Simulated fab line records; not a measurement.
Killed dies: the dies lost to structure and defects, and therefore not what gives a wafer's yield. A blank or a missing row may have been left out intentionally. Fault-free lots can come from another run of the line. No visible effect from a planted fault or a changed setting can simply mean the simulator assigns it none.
Matching of chambers -- flow nand-harc -- NHARC_A_CHANNEL_FILL_D1_ALD_14 on ald-hk-03: 4 sister chambers
The step deposits SiO2, target thk 2.5 nm, pulse time 10 s, ald cycles 25. 8 wafers are shown with their chamber, then 8 later ones without.

WAFERS WITH THEIR CHAMBER
wafer,chamber,heater-power-w (W),precursor-pulse-height-rel
L087.1,3,495,1.011
L088.1,1,431,1.026
L088.3,0,484,1.006
L088.4,2,497,1.018
L090.1,2,489,1.023
L090.3,3,492,0.994
L090.4,1,426,1.015
L089.1,0,484,1.004

WAFERS MISSING THEIR CHAMBER
wafer,heater-power-w (W),precursor-pulse-height-rel
L089.2,498,0.985
L089.3,501,0.959
L096.1,479,0.981
L096.2,493,0.957
L096.3,422,0.998
L097.1,440,0.993
L097.5,435,1.040
L097.6,485,1.023

CHAMBER TAKEN BY EACH
wafer,from the rows above,in truth
L089.2,3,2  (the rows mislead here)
L089.3,can't be placed: 3 or 0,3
L096.1,can't be placed: 0 or 3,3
L096.2,can't be placed: 3 or 0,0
L096.3,1,1
L097.1,1,1
L097.5,1,1
L097.6,can't be placed: 2 or 0 or 3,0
Correctly placed: 3 of 8. Not placeable from these rows: 4 (in 4, the candidates include the true chamber). Placed wrongly: 1.
How it was worked out, from the rows above alone: a wafer's distance from a chamber is the root of the sum, over the readings, of the square of ((its reading less the chamber's mean) divided by the reading's scatter). The wafer belongs to the nearest chamber; if the next one is less than 2 further off, it can't be placed. The mean given for a chamber averages the wafers shown for that chamber. The scatter: the root of (the sum of the squares of (reading less its chamber's mean) over the shown wafers, divided by (wafers less chambers)).
